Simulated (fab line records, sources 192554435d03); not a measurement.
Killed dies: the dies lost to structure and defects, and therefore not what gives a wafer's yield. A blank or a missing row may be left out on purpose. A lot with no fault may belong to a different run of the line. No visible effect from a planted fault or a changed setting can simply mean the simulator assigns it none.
Lot-split experiment || flow n5 finfet || route with 1938 steps; 7 lots, 21 wafers read

THE SPLIT ITSELF
At N5_BEOL_M6_TRENCH_ETCH_37 (etches SiCOH lowk in C4F6/O2, target depth 94.435 nm, time 31.5 s), the setting source w was moved away from the recipe's 345 W on 9 of the 21 wafers read, by -15.4% to +11.9%. The other wafers ran this setting at the recipe's value.

FROM THE SPLIT TO THE READING: what the file shows between them, 2 steps
- N5_BEOL_M6_ETCH_41: etches SiCN in CH3F/O2, target depth 29.7 nm, time 52 s
- N5_BEOL_M6_STRIP_80: strips in N2/H2, time 10 s

THE READING
trench depth nm, in nm, at N5_BEOL_M6_OCD_MEAS_38. Fault-free wafers of this fab line usually give 94.2 nm, standard deviation 1.4 nm.

{"wafer": "L074.1", "tool, chamber at the split": "rie diel-06, 0", "source w as run, W": 311.3, "against the recipe": "-9.8%", "trench depth nm, nm": 92.0, "against lot-mates on the recipe": -1.7}
{"wafer": "L074.3", "tool, chamber at the split": "rie diel-06, 3", "source w as run, W": 311.3, "against the recipe": "-9.8%", "trench depth nm, nm": 89.8, "against lot-mates on the recipe": -3.9}
{"wafer": "L074.5", "tool, chamber at the split": "rie diel-06, 3", "source w as run, W": 345, "against the recipe": "recipe", "trench depth nm, nm": 93.7, "against lot-mates on the recipe": "-"}
{"wafer": "L075.3", "tool, chamber at the split": "rie diel-06, 0", "source w as run, W": 345, "against the recipe": "recipe", "trench depth nm, nm": 94.7, "against lot-mates on the recipe": "-"}
{"wafer": "L075.4", "tool, chamber at the split": "rie diel-06, 2", "source w as run, W": 345, "against the recipe": "recipe", "trench depth nm, nm": 92.9, "against lot-mates on the recipe": "-"}
{"wafer": "L075.5", "tool, chamber at the split": "rie diel-06, 1", "source w as run, W": 345, "against the recipe": "recipe", "trench depth nm, nm": 93.4, "against lot-mates on the recipe": "-"}
{"wafer": "L079.2", "tool, chamber at the split": "rie diel-06, 1", "source w as run, W": 369.7, "against the recipe": "+7.2%", "trench depth nm, nm": 96.5, "against lot-mates on the recipe": "+3.1"}
{"wafer": "L079.4", "tool, chamber at the split": "rie diel-06, 0", "source w as run, W": 369.7, "against the recipe": "+7.2%", "trench depth nm, nm": 98.1, "against lot-mates on the recipe": "+4.7"}
{"wafer": "L079.6", "tool, chamber at the split": "rie diel-06, 1", "source w as run, W": 345, "against the recipe": "recipe", "trench depth nm, nm": 93.4, "against lot-mates on the recipe": "-"}
{"wafer": "L082.2", "tool, chamber at the split": "rie diel-06, 0", "source w as run, W": 321.6, "against the recipe": "-6.8%", "trench depth nm, nm": 94.2, "against lot-mates on the recipe": -1.1}
{"wafer": "L082.5", "tool, chamber at the split": "rie diel-06, 1", "source w as run, W": 321.6, "against the recipe": "-6.8%", "trench depth nm, nm": 92.2, "against lot-mates on the recipe": -3.1}
{"wafer": "L082.6", "tool, chamber at the split": "rie diel-06, 0", "source w as run, W": 345, "against the recipe": "recipe", "trench depth nm, nm": 95.3, "against lot-mates on the recipe": "-"}
{"wafer": "L086.2", "tool, chamber at the split": "rie diel-05, 1", "source w as run, W": 386.2, "against the recipe": "+11.9%", "trench depth nm, nm": 98.3, "against lot-mates on the recipe": "+4.0"}
{"wafer": "L086.4", "tool, chamber at the split": "rie diel-05, 2", "source w as run, W": 345, "against the recipe": "recipe", "trench depth nm, nm": 94.3, "against lot-mates on the recipe": "-"}
{"wafer": "L086.6", "tool, chamber at the split": "rie diel-05, 2", "source w as run, W": 386.2, "against the recipe": "+11.9%", "trench depth nm, nm": 98.8, "against lot-mates on the recipe": "+4.5"}
{"wafer": "L091.1", "tool, chamber at the split": "rie diel-02, 1", "source w as run, W": 345, "against the recipe": "recipe", "trench depth nm, nm": 92.6, "against lot-mates on the recipe": "-"}
{"wafer": "L091.3", "tool, chamber at the split": "rie diel-02, 0", "source w as run, W": 345, "against the recipe": "recipe", "trench depth nm, nm": 93.8, "against lot-mates on the recipe": "-"}
{"wafer": "L091.4", "tool, chamber at the split": "rie diel-02, 2", "source w as run, W": 291.9, "against the recipe": "-15.4%", "trench depth nm, nm": 87.0, "against lot-mates on the recipe": -6.2}
{"wafer": "L092.2", "tool, chamber at the split": "rie diel-06, 3", "source w as run, W": 345, "against the recipe": "recipe", "trench depth nm, nm": 91.6, "against lot-mates on the recipe": "-"}
{"wafer": "L092.3", "tool, chamber at the split": "rie diel-06, 2", "source w as run, W": 345, "against the recipe": "recipe", "trench depth nm, nm": 92.3, "against lot-mates on the recipe": "-"}
{"wafer": "L092.6", "tool, chamber at the split": "rie diel-06, 2", "source w as run, W": 345, "against the recipe": "recipe", "trench depth nm, nm": 92.5, "against lot-mates on the recipe": "-"}

THE FIT
A straight line over all 21 wafers: trench depth nm changes by +0.368 nm for each +1% of source w; r = +0.89; the points scatter about the line by 1.3 nm.
The same after taking each lot's own level away (the mean of its wafers on the recipe; 21 wafers): +0.372 nm for each +1%; r = +0.95; scatter 0.83 nm.
Per that fit: largest source w move, reading shift of 5.7 nm.
Measured against the standard deviation above, the lots' own levels, which go from 92.13 to 95.30 nm, span 2.3 times it.
The two slopes agree, so the slope changes little with the lot-to-lot level.
Check: -5.26 nm against its lot-mates is what the line predicts for one of the wafers moved furthest among these (-15.4%) when that wafer is left out of the fit. Against them it came out at -6.2 nm.

THESE WAFERS: OTHER SPLITS
Before the reading, these wafers also passed through other splits. Each is held against what the fit with the lots' levels taken away leaves over:
{"other split on the same wafers": "N5_BEOL_M3_DESCUM_33 time s", "wafers away from the commonest value": 9, "r with trench depth nm (lot level and that fit taken away)": -0.11}
{"other split on the same wafers": "N5_BEOL_M4_TRENCH_ETCH_37 source w", "wafers away from the commonest value": 5, "r with trench depth nm (lot level and that fit taken away)": "+0.04"}
{"other split on the same wafers": "N5_BEOL_M5_COAT_66 spin rpm", "wafers away from the commonest value": 9, "r with trench depth nm (lot level and that fit taken away)": "+0.06"}
{"other split on the same wafers": "N5_BEOL_M5_COAT_74 spin rpm", "wafers away from the commonest value": 11, "r with trench depth nm (lot level and that fit taken away)": "+0.38"}

THE WHOLE CHAIN: every reading that the file lists as answering this split, in the file's order
{"step": "N5_BEOL_M6_TRENCH_ETCH_37", "what it does": "etches SiCOH lowk in C4F6/O2, target depth 94.435 nm, time 31.5 s", "reading": "BEOL_M6.feature depth nm (the simulator's own value, which no gauge read)", "change (the file's fit)": "+0.388 nm for each +1% of the setting", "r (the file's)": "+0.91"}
{"step": "N5_BEOL_M6_TRENCH_ETCH_37", "what it does": "etches SiCOH lowk in C4F6/O2, target depth 94.435 nm, time 31.5 s", "reading": "etch.depth nm (the simulator's own value, which no gauge read)", "change (the file's fit)": "+0.392 nm for each +1% of the setting", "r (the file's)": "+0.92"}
{"step": "N5_BEOL_M6_OCD_MEAS_38", "what it does": "", "reading": "trench depth nm", "change (the file's fit)": "+0.376 nm for each +1% of the setting", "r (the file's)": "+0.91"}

THE FILE'S OWN FIT
trench depth nm changes by +0.376 nm for each +1% of source w, r = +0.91.
